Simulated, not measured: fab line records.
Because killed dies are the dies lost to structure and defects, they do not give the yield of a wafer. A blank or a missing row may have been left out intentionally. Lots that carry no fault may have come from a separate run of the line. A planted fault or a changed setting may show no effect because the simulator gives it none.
The same fault as seen by 3 desks || flow n5 finfet || only its own numbers are on each desk; what lay behind them is given at the end

FROM THE METROLOGY DESK
Means of the sampled wafers that have a number, per lot and without regard to the tool the lot ran on: this is what the gauges read. Any lot whose mean is over 4 standard deviations away from the usual mean is out of limits and marked OUT; that distance is given in the brackets. Only the readings that lie furthest out on some lot appear, 7 of the 10 it has.
Columns: A = DIBL_P at N5_BEOL_M4_RC_MEAS_101, usual 36.3 mV/V; B = IOFF_N at N5_BEOL_M4_RC_MEAS_101, usual 0.163 nA/um; C = ION_P at N5_BEOL_M4_RC_MEAS_101, usual 461 uA/um; D = SS_N at N5_BEOL_M4_RC_MEAS_101, usual 71.6 mV/dec; E = SS_P at N5_BEOL_M4_RC_MEAS_101, usual 73.3 mV/dec; F = VT_N at N5_BEOL_M4_RC_MEAS_101, usual 249.4 mV; G = VT_P at N5_BEOL_M4_RC_MEAS_101, usual -250 mV
{"lot": "L972", "first seen here": "day 8 00:08", "A": 35.9, "B": 0.170, "C": 459, "D": 71.0, "E": 72.8, "F": 247.6, "G": -252}
{"lot": "L974", "first seen here": "day 8 07:10", "A": 37.9, "B": 0.173, "C": 459, "D": 71.7, "E": 73.7, "F": 247.3, "G": -247}
{"lot": "L977", "first seen here": "day 9 09:47", "A": 38.9, "B": 0.199, "C": 462, "D": 72.3, "E": 74.1, "F": 247.2, "G": -250}
{"lot": "L987", "first seen here": "day 11 20:21", "A": 36.3, "B": 0.151, "C": 456, "D": 71.8, "E": 72.9, "F": 251.3, "G": -250}
{"lot": "L988", "first seen here": "day 11 21:12", "A": 34.4, "B": 0.145, "C": 451, "D": 71.9, "E": 73.1, "F": 253.0, "G": -252}
{"lot": "L989", "first seen here": "day 12 02:36", "A": 36.3, "B": 0.158, "C": 465, "D": 70.9, "E": 72.7, "F": 248.5, "G": -250}
{"lot": "L991", "first seen here": "day 12 19:30", "A": 37.0, "B": 0.153, "C": 460, "D": 72.1, "E": 73.8, "F": 251.2, "G": -251}
{"lot": "L993", "first seen here": "day 13 15:14", "A": 35.0, "B": 0.142, "C": 457, "D": 71.0, "E": 72.8, "F": 250.0, "G": -249}
{"lot": "L995", "first seen here": "day 13 18:05", "A": 36.0, "B": 0.174, "C": 463, "D": 71.7, "E": 73.1, "F": 249.6, "G": -245}
Finding of this desk: none of the 9 lots has anything out of limits.

THE DEFECT DESK
Lot by lot, what the route's inspections counted, given as the mean of those sampled wafers with a number. Any lot whose mean is over 4 standard deviations away from the usual mean is out of limits and marked OUT; that distance is given in the brackets.
Columns: A = raw defect count at N5_BEOL_M3_INSPECT_59, usual 68; B = raw defect count at N5_BEOL_M4_INSPECT_13, usual 414
{"lot": "L972", "first seen here": "day 7 16:07", "A": 59, "B": 385}
{"lot": "L974", "first seen here": "day 7 20:55", "A": 41, "B": 380}
{"lot": "L977", "first seen here": "day 8 23:36", "A": "244 (+7.3) OUT", "B": 660}
{"lot": "L987", "first seen here": "day 11 09:52", "A": 71, "B": 528}
{"lot": "L988", "first seen here": "day 11 10:10", "A": 50, "B": 336}
{"lot": "L989", "first seen here": "day 11 14:49", "A": 73, "B": 342}
{"lot": "L991", "first seen here": "day 11 23:26", "A": 119, "B": 498}
{"lot": "L993", "first seen here": "day 13 01:12", "A": 67, "B": 400}
{"lot": "L995", "first seen here": "day 13 08:42", "A": 98, "B": 377}
Finding of this desk: L977 out of limits; the first was L977 at day 8 23:36, on raw defect count at N5_BEOL_M3_INSPECT_59. L972, L974, L987, L988, L989, L991, L993, L995: within limits.

FOR THE TOOL OWNER'S DESK: cvd co-01
The tool's own readings at N5_BEOL_M3_PRE_CLEAN_60 (time 15 s): means of the sampled wafers that have a number, for each lot that ran on this tool. Any lot whose mean is over 4 standard deviations away from the usual mean is out of limits and marked OUT; that distance is given in the brackets.
Columns: A = heater power w at N5_BEOL_M3_PRE_CLEAN_60, usual 100 W
{"lot": "L972", "first seen here": "day 7 15:52", "A": 107}
{"lot": "L977", "first seen here": "day 8 23:20", "A": 105}
{"lot": "L988", "first seen here": "day 11 09:55", "A": 102}
{"lot": "L989", "first seen here": "day 11 14:32", "A": 109}
{"lot": "L991", "first seen here": "day 11 23:10", "A": 81}
{"lot": "L993", "first seen here": "day 13 00:57", "A": 101}
Finding of this desk: none of the 6 lots has anything out of limits.

BROUGHT TOGETHER
The defect desk could have raised an alarm at day 8 23:36, on L977.
Metrology desk: nothing out of limits seen.
The desk of the tool owner found nothing out of limits.
The metrology desk has L977 on record, within its limits.
Tool owner's desk: L977 on record, inside its limits.
All the named lots went through N5_BEOL_M3_PRE_CLEAN_60 on cvd co-01.

WHAT THE SIMULATOR PUT IN
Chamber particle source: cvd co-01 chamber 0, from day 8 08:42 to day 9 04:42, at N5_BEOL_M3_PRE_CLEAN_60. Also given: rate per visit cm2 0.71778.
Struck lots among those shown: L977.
Hours from the fault's start to each desk's first reading out of limits: the defect desk, 15.
